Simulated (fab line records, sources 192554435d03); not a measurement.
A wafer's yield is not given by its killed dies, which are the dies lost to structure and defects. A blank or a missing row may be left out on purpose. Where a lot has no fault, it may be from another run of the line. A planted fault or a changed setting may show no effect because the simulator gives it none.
Split-lot trial :: flow n5 finfet :: route with 1938 steps; 7 lots, 21 wafers read

THE SPLIT ITSELF
At N5_BEOL_M0_SAQP_COAT_72 (time 60 s, resist thk 15 nm), the setting spin rpm was moved away from the recipe's 1500 rpm on 5 of the 21 wafers read, by -3.6% to +9.7%. All remaining wafers had this setting at the recipe value.

FROM THE SPLIT TO THE READING: what the file shows between them, 4 steps
- N5_BEOL_M0_SAQP_COAT_87: time 60 s, resist thk 5 nm
- N5_BEOL_M0_SAQP_COAT_34: resist thk 30 nm
- N5_BEOL_M0_SAQP_DESCUM_45: chemistry O2, time 7 s
- N5_BEOL_M0_SAQP_ETCH_88: etches underlayer in N2/H2, target depth 6.5 nm, time 5.2 s

THE READING
etch.depth nm (the simulator's own value, which no gauge read), in nm, at N5_BEOL_M0_SAQP_ETCH_73 (etches SiARC in CF4, target depth 19.5 nm, time 32.5 s). The file does not state a usual value for it. Here, 16 wafers ran the recipe; their average is 15.00 nm with a standard deviation of 0.037 nm.

wafer: L074.1
tool, chamber at the split: litho track-05, 0
spin rpm as run, rpm: 1500
against the recipe: recipe
etch.depth nm, nm: 14.92
against lot-mates on the recipe: -

wafer: L074.5
tool, chamber at the split: litho track-05, 0
spin rpm as run, rpm: 1500
against the recipe: recipe
etch.depth nm, nm: 14.96
against lot-mates on the recipe: -

wafer: L074.6
tool, chamber at the split: litho track-05, 0
spin rpm as run, rpm: 1500
against the recipe: recipe
etch.depth nm, nm: 14.93
against lot-mates on the recipe: -

wafer: L075.1
tool, chamber at the split: litho track-05, 0
spin rpm as run, rpm: 1500
against the recipe: recipe
etch.depth nm, nm: 15.01
against lot-mates on the recipe: -

wafer: L075.4
tool, chamber at the split: litho track-05, 0
spin rpm as run, rpm: 1500
against the recipe: recipe
etch.depth nm, nm: 15.03
against lot-mates on the recipe: -

wafer: L075.5
tool, chamber at the split: litho track-05, 0
spin rpm as run, rpm: 1500
against the recipe: recipe
etch.depth nm, nm: 15
against lot-mates on the recipe: -

wafer: L080.3
tool, chamber at the split: litho track-05, 0
spin rpm as run, rpm: 1500
against the recipe: recipe
etch.depth nm, nm: 15.04
against lot-mates on the recipe: -

wafer: L080.4
tool, chamber at the split: litho track-05, 0
spin rpm as run, rpm: 1446
against the recipe: -3.6%
etch.depth nm, nm: 15.32
against lot-mates on the recipe: +0.28

wafer: L080.6
tool, chamber at the split: litho track-05, 0
spin rpm as run, rpm: 1446
against the recipe: -3.6%
etch.depth nm, nm: 15.35
against lot-mates on the recipe: +0.31

wafer: L085.2
tool, chamber at the split: litho track-02, 0
spin rpm as run, rpm: 1607
against the recipe: +7.1%
etch.depth nm, nm: 14.45
against lot-mates on the recipe: -0.57

wafer: L085.6
tool, chamber at the split: litho track-02, 0
spin rpm as run, rpm: 1607
against the recipe: +7.1%
etch.depth nm, nm: 14.45
against lot-mates on the recipe: -0.57

wafer: L085.3
tool, chamber at the split: litho track-02, 0
spin rpm as run, rpm: 1500
against the recipe: recipe
etch.depth nm, nm: 15.02
against lot-mates on the recipe: -

wafer: L086.1
tool, chamber at the split: litho track-05, 0
spin rpm as run, rpm: 1500
against the recipe: recipe
etch.depth nm, nm: 15.06
against lot-mates on the recipe: -

wafer: L086.2
tool, chamber at the split: litho track-05, 0
spin rpm as run, rpm: 1500
against the recipe: recipe
etch.depth nm, nm: 15.04
against lot-mates on the recipe: -

wafer: L086.4
tool, chamber at the split: litho track-05, 0
spin rpm as run, rpm: 1500
against the recipe: recipe
etch.depth nm, nm: 14.99
against lot-mates on the recipe: -

wafer: L088.2
tool, chamber at the split: litho track-03, 0
spin rpm as run, rpm: 1500
against the recipe: recipe
etch.depth nm, nm: 15.02
against lot-mates on the recipe: -

wafer: L088.4
tool, chamber at the split: litho track-03, 0
spin rpm as run, rpm: 1500
against the recipe: recipe
etch.depth nm, nm: 14.99
against lot-mates on the recipe: -

wafer: L088.5
tool, chamber at the split: litho track-03, 0
spin rpm as run, rpm: 1500
against the recipe: recipe
etch.depth nm, nm: 14.98
against lot-mates on the recipe: -

wafer: L092.3
tool, chamber at the split: litho track-03, 0
spin rpm as run, rpm: 1646
against the recipe: +9.7%
etch.depth nm, nm: 14.32
against lot-mates on the recipe: -0.68

wafer: L092.4
tool, chamber at the split: litho track-03, 0
spin rpm as run, rpm: 1500
against the recipe: recipe
etch.depth nm, nm: 15.01
against lot-mates on the recipe: -

wafer: L092.6
tool, chamber at the split: litho track-03, 0
spin rpm as run, rpm: 1500
against the recipe: recipe
etch.depth nm, nm: 14.99
against lot-mates on the recipe: -

THE FIT
A straight line over all 21 wafers: etch.depth nm changes by -0.0765 nm for each +1% of spin rpm; r = -0.99; the points scatter about the line by 0.042 nm.
The same after taking each lot's own level away (the mean of its wafers on the recipe; 21 wafers): -0.076 nm for each +1%; r = -1.00; scatter 0.024 nm.
The reading moves by 0.74 nm for the largest change in spin rpm, on that fit.
Across the lots, their own levels run from 14.937 to 15.040 nm, a range of 2.8 times the standard deviation given above.
Hence the lot-to-lot level has little effect on the slope; both slopes agree.
Check: for one of the wafers moved furthest among these (+9.7%), held out of the fit, the line's prediction against its lot-mates is -0.781 nm. It came out at -0.68 nm against them.

ADDITIONAL SPLITS CARRIED BY THESE WAFERS
Other splits were also applied to these wafers ahead of the reading. Each is held against what the fit with the lots' levels taken away leaves over:
other split on the same wafers: N5_MOL_CONTACT_COAG_COAT_104 spin rpm
wafers away from the commonest value: 5
r with etch.depth nm (lot level and that fit taken away): +0.26

other split on the same wafers: N5_MOL_CONTACT_COAG_ALD_133 ald cycles
wafers away from the commonest value: 13
r with etch.depth nm (lot level and that fit taken away): -0.23

other split on the same wafers: N5_BEOL_M0_SAQP_COAT_69 spin rpm
wafers away from the commonest value: 8
r with etch.depth nm (lot level and that fit taken away): +0.07

THE WHOLE CHAIN: every reading that the file lists as answering this split, in the file's order
step: N5_BEOL_M0_SAQP_COAT_72
what it does: time 60 s, resist thk 15 nm
reading: SiARC_of_BEOL_M0_SAQP_COAT_72.thk nm (the simulator's own value, which no gauge read)
change (the file's fit): -0.0729 nm for each +1% of the setting
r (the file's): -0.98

step: N5_BEOL_M0_SAQP_ETCH_73
what it does: etches SiARC in CF4, target depth 19.5 nm, time 32.5 s
reading: etch.depth nm (the simulator's own value, which no gauge read)
change (the file's fit): -0.0738 nm for each +1% of the setting
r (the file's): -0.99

FILE'S OWN FIT
etch.depth nm changes by -0.0738 nm for each +1% of spin rpm, r = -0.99.
